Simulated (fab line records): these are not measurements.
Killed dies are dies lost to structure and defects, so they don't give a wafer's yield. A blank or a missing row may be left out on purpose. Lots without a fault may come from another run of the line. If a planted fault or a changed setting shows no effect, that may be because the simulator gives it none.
Chamber matching || flow nand harc || NHARC_A_CONTACT_ETCH_92 on rie diel-05: 4 sister chambers
The step etches the open film in CH3F/O2, target depth 40 nm, time 85.7 s. 4 wafers are shown with their chamber, then 10 later ones without.

== WAFERS WITH THEIR CHAMBER ==
{"wafer": "L083.2", "chamber": 0, "showerhead plenum p Torr (Torr)": 2.48}
{"wafer": "L086.5", "chamber": 2, "showerhead plenum p Torr (Torr)": 2.56}
{"wafer": "L086.6", "chamber": 1, "showerhead plenum p Torr (Torr)": 2.43}
{"wafer": "L090.5", "chamber": 3, "showerhead plenum p Torr (Torr)": 2.42}

== WAFERS MISSING THEIR CHAMBER ==
{"wafer": "L090.6", "showerhead plenum p Torr (Torr)": 2.56}
{"wafer": "L091.2", "showerhead plenum p Torr (Torr)": 2.42}
{"wafer": "L091.5", "showerhead plenum p Torr (Torr)": 2.55}
{"wafer": "L091.6", "showerhead plenum p Torr (Torr)": 2.42}
{"wafer": "L094.2", "showerhead plenum p Torr (Torr)": 2.47}
{"wafer": "L094.3", "showerhead plenum p Torr (Torr)": 2.43}
{"wafer": "L094.6", "showerhead plenum p Torr (Torr)": 2.42}
{"wafer": "L092.1", "showerhead plenum p Torr (Torr)": 2.55}
{"wafer": "L092.2", "showerhead plenum p Torr (Torr)": 2.42}
{"wafer": "L092.4", "showerhead plenum p Torr (Torr)": 2.47}

== WHICH CHAMBER EACH WENT THROUGH ==
{"wafer": "L090.6", "from the rows above": 2, "in truth": 2}
{"wafer": "L091.2", "from the rows above": "can't be placed: 3 or 1", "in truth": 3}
{"wafer": "L091.5", "from the rows above": 2, "in truth": 2}
{"wafer": "L091.6", "from the rows above": "can't be placed: 3 or 1", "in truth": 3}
{"wafer": "L094.2", "from the rows above": 0, "in truth": 0}
{"wafer": "L094.3", "from the rows above": "can't be placed: 1 or 3", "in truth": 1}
{"wafer": "L094.6", "from the rows above": "can't be placed: 3 or 1", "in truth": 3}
{"wafer": "L092.1", "from the rows above": 2, "in truth": 2}
{"wafer": "L092.2", "from the rows above": "can't be placed: 3 or 1", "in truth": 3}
{"wafer": "L092.4", "from the rows above": 0, "in truth": 0}
Correctly placed: 5 of 10. Not placeable from these rows: 5 (in 5, the candidates include the true chamber). Wrongly placed: 0.
How it was worked out, from the rows above alone: a wafer's distance from a chamber is the root of the sum, over the readings, of the square of ((its reading less the chamber's mean) divided by the reading's scatter). The wafer belongs to the nearest chamber; if the next one is less than 2 further off, it can't be placed. For every chamber, the mean is computed from those of its wafers that are shown. The scatter: with one shown wafer a chamber, the root of the mean of the squares of how far each hidden wafer lies from its nearest shown one.
